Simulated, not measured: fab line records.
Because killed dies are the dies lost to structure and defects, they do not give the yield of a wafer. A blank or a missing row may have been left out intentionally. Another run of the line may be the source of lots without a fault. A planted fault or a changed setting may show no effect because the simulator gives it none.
A lot that was struck, set against a sound lot ; flow n5-finfet ; 36 steps out of a route of 1938
Sound: wafers L307.4, L307.5, L307.6. Wafers L320.1, L320.2, L320.5 were the ones struck. The cause comes at the end.
At each step with rows: each side's tool, then ch and its chambers, then its first start. Under that, the readings that differ: sound wafers ; struck wafers ; difference of the means ; sigmas: that difference in standard deviations of wafers without a fault.
alike: words and numbers the same on both sides, and readings whose means are apart by under 2 such deviations; not compared: readings that were withheld, readings missing a value for some wafer, numbers with overlapping values and no deviation given by the record, and bounds like >300 which may hide the same value.
Wherever a step has rows on one side only, a row that says differs or no value, or a row with sigmas, the two part there. When numbers do not overlap yet have no deviation, they are printed without sigmas and do not part them. Lack of a reading on every wafer of one side parts them only where that side has two or more wafers.

first, 9 steps without rows for these wafers: N5_WELL_APT_COAT_02 (resist thk 950 nm); N5_WELL_APT_EBR_04; N5_WELL_APT_SOFTBAKE_03 (time 60 s); N5_WELL_APT_EXPOSE_05 (exposes mask NWELL, defocus 0 nm, target cd 200 nm); N5_WELL_APT_PEB_06 (peb time 90 s); N5_WELL_APT_DEVELOP_07 (develop time 45 s); N5_WELL_APT_HARDBAKE_12 (time 120 s); N5_WELL_APT_DESCUM_13 (chemistry O2, time 7.9 s); N5_WELL_APT_IMPLANT_14.
N5_WELL_APT_IMPLANT_15:
  sound on implanter-02 ch 0, day 1 14:04; struck on implanter-02 ch 0, day 4 20:17
reading;sound;struck;difference;sigmas
dose-ions-cm2;1.5031e+13 1.5012e+13 1.4989e+13;2.2828e+13 2.2848e+13 2.2811e+13;+7.8183e+12;+99 or more
faraday-current-uA;191 188 185;288 289 289;+101;+27
then, 25 steps without rows for these wafers: N5_WELL_APT_STRIP_16 (strips in SPM, time 900 s); N5_WELL_APT_HMDS_18 (time 60 s); N5_WELL_APT_COAT_19 (resist thk 950 nm); N5_WELL_APT_EBR_21; N5_WELL_APT_SOFTBAKE_20 (time 60 s); N5_WELL_APT_EXPOSE_22 (exposes mask PWELL, defocus 0 nm, target cd 200 nm); N5_WELL_APT_PEB_23 (peb time 90 s); N5_WELL_APT_DEVELOP_24 (develop time 45 s); N5_WELL_APT_HARDBAKE_29 (time 120 s); N5_WELL_APT_DESCUM_30 (chemistry O2, time 7.9 s); N5_WELL_APT_IMPLANT_31; N5_WELL_APT_IMPLANT_32; N5_WELL_APT_STRIP_33 (strips in SPM, time 900 s); N5_WELL_APT_RTA_34 (time 10 s); N5_WELL_APT_OXIDE_STRIP_42 (strips SiO2 in dHF, time 45 s, target depth 12 nm); N5_WELL_APT_PRECLEAN_36 (cleans in O3/DIW, time 45 s); N5_WELL_APT_PRECLEAN_39 (cleans in dHF, time 60 s); N5_WELL_APT_SRD_37 (time 30 s); N5_WELL_APT_EPI_41 (deposits Si from SiH4/H2, target thk 50 nm, time 297.7 s); N5_PMOS_HMC_CHANNEL_EPI_HM_DEP_34 (deposits SiO2 from TEOS/O2, target thk 36 nm, time 6.9 s); N5_PMOS_HMC_CHANNEL_EPI_COAT_31 (time 60 s, resist thk 66 nm); N5_PMOS_HMC_CHANNEL_EPI_COAT_03 (resist thk 205 nm); N5_PMOS_HMC_CHANNEL_EPI_EBR_05; N5_PMOS_HMC_CHANNEL_EPI_SOFTBAKE_04 (time 60 s); N5_PMOS_HMC_CHANNEL_EPI_EXPOSE_06 (exposes mask PMOS HMC BLK, target cd 240 nm).
-- the record jumps here: 7 days lie between the struck wafers' starts before and after (it left off in module PMOS_HMC_CHANNEL_EPI and takes up again in module BEOL_M4, whose first step shown is number 1111 of the route) --
N5_BEOL_M4_RC_MEAS_101:
  sound on prober-02 ch 0, day 8 10:49; struck on prober-02 ch 0, day 11 22:21
reading;sound;struck;difference;sigmas
CJ_P;5.87 5.46 5.55;6.95 7.25 7.07;+1.46;+10
IOFF_P_LONG (nA/um);9.5e-05 9.1e-05 9.1e-05;0.00014 0.000153 0.000148;+0.00005;+7
  alike: DIBL_N, DIBL_P, IOFF_N, IOFF_P, ION_N, ION_P, SS_N, SS_P, VT_N, VT_P

== WHERE THEY PART ==
First at N5_WELL_APT_IMPLANT_15; last, within this record, at N5_BEOL_M4_RC_MEAS_101.

WHY: whatever the simulator had introduced
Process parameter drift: implanter-02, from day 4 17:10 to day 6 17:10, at N5_WELL_APT_IMPLANT_15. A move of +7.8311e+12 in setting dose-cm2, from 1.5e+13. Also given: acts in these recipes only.
